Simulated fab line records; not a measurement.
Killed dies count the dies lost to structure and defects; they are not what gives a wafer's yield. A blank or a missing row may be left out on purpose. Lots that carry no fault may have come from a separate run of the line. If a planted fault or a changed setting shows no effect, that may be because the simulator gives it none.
A lot that was struck, set against a sound lot / flow nand harc / 13 steps out of a route of 1159
Sound: the wafers L132.1, L132.2, L132.4. Struck: wafer L120.5 (L120.2, L120.3, from the same lot, were not struck and are left out); the cause is given at the end.
Each step with rows lists, per side, the tool, then ch with its chambers, then its first start. Under that, the readings that differ: sound wafers / struck wafers / difference of the means / sigmas: that difference in standard deviations of wafers without a fault.
alike: a reading whose means differ by less than 2 such deviations, as well as words and numbers matching on both sides. not compared: withheld readings; readings where some wafer has no value; bounds like >300 that might hide an equal value; numbers whose values overlap and for which the record gives no deviation.
Wherever a step has rows on one side only, a row that says differs or no value, or a row with sigmas, the two part there. Numbers that have no deviation but don't overlap get no sigmas and don't part them. A reading that every wafer of one side lacks parts them only if that side has two wafers or more.

first, 1 step without rows for these wafers: NHARC_A_SLIT_SRD_20.
NHARC_A_SLIT_CD_MEAS_21:
  sound on cd sem-01 at day 19 10:59; struck on cd sem-02 at day 16 19:38
  alike: cd nm
then, 3 steps without rows for these wafers: NHARC_A_SIN_REMOVE_WET_00 (chemistry H3PO4, time 15300 s); NHARC_A_SIN_REMOVE_PRECLEAN_01 (cleans in SC1); NHARC_A_SIN_REMOVE_SRD_02.
NHARC_A_SIN_REMOVE_INSPECT_04:
  sound on defect inspect-01 at day 19 18:43; struck on defect inspect-01 at day 17 02:14
  alike: raw defect count
NHARC_A_WL_FILL_ALD_00: deposits Al2O3, target thk 3 nm, pulse time 3 s, ald cycles 30.
  sound on ald hk-02 ch 1,2,3, day 19 18:46; struck on ald hk-03 ch 1, day 17 02:26
  alike: heater power w, precursor pulse height rel
NHARC_A_WL_FILL_RTA_01: time 5 s.
  sound on rtp anneal-01 ch 0, day 19 19:02; struck on rtp anneal-02 ch 0, day 17 02:43
reading=lamp_zone_7_pct (%); sound=33.6 33.5 33.6; struck=35.3; difference=+1.7; sigmas=+2
  alike: lamp power pct, wafer_temp_C_max
NHARC_A_WL_FILL_ALD_02: deposits TiN, target thk 2 nm, pulse time 3 s, ald cycles 100.
  sound on ald metal-02 ch 1,2,3, day 19 19:18; struck on ald metal-01 ch 0, day 17 02:55
  alike: heater power w, precursor pulse height rel
NHARC_A_WL_FILL_CVD_03: deposits W, target thk 40 nm, time 3302 s.
  sound on cvd w-02 ch 0,1, day 20 04:01; struck on cvd w-02 ch 0, day 17 13:40
  alike: heater power w, throttle valve pct
NHARC_A_WL_FILL_ETCHBACK_04: etches the open film in NF3, target depth 60 nm, time 120 s.
  sound on rie metal-03 ch 0,1, day 20 07:19; struck on rie metal-01 ch 0, day 17 15:34
reading=run length s (s); sound=141.2 140.7 140.6; struck=101.8; difference=-39.0; sigmas=-99 or more
  alike: drypump motor current A, oes product au
  not compared: rf hours counter h
NHARC_A_WL_FILL_ETCHBACK_05: etches the open film in Cl2/BCl3, target depth 22 nm, time 60 s.
  sound on rie metal-03 ch 0,1, day 20 07:34; struck on rie metal-01 ch 1, day 17 15:49
  alike: drypump motor current A, oes product au, run length s
  not compared: rf hours counter h
-- record jumps: 4 days between struck wafers' starts before vs after; left off in module A_WL_FILL, resumes in module END, first step shown is number 1159 of the route --
NHARC_END_SORT_01:
  at this point the record logs the struck wafers (prober-02 ch 0, day 21 16:28) and has no rows for the sound ones

## WHERE THEY PART
At NHARC_A_WL_FILL_RTA_01 first; at NHARC_END_SORT_01 last (within this record only).

WHY: what had been put in by the simulator
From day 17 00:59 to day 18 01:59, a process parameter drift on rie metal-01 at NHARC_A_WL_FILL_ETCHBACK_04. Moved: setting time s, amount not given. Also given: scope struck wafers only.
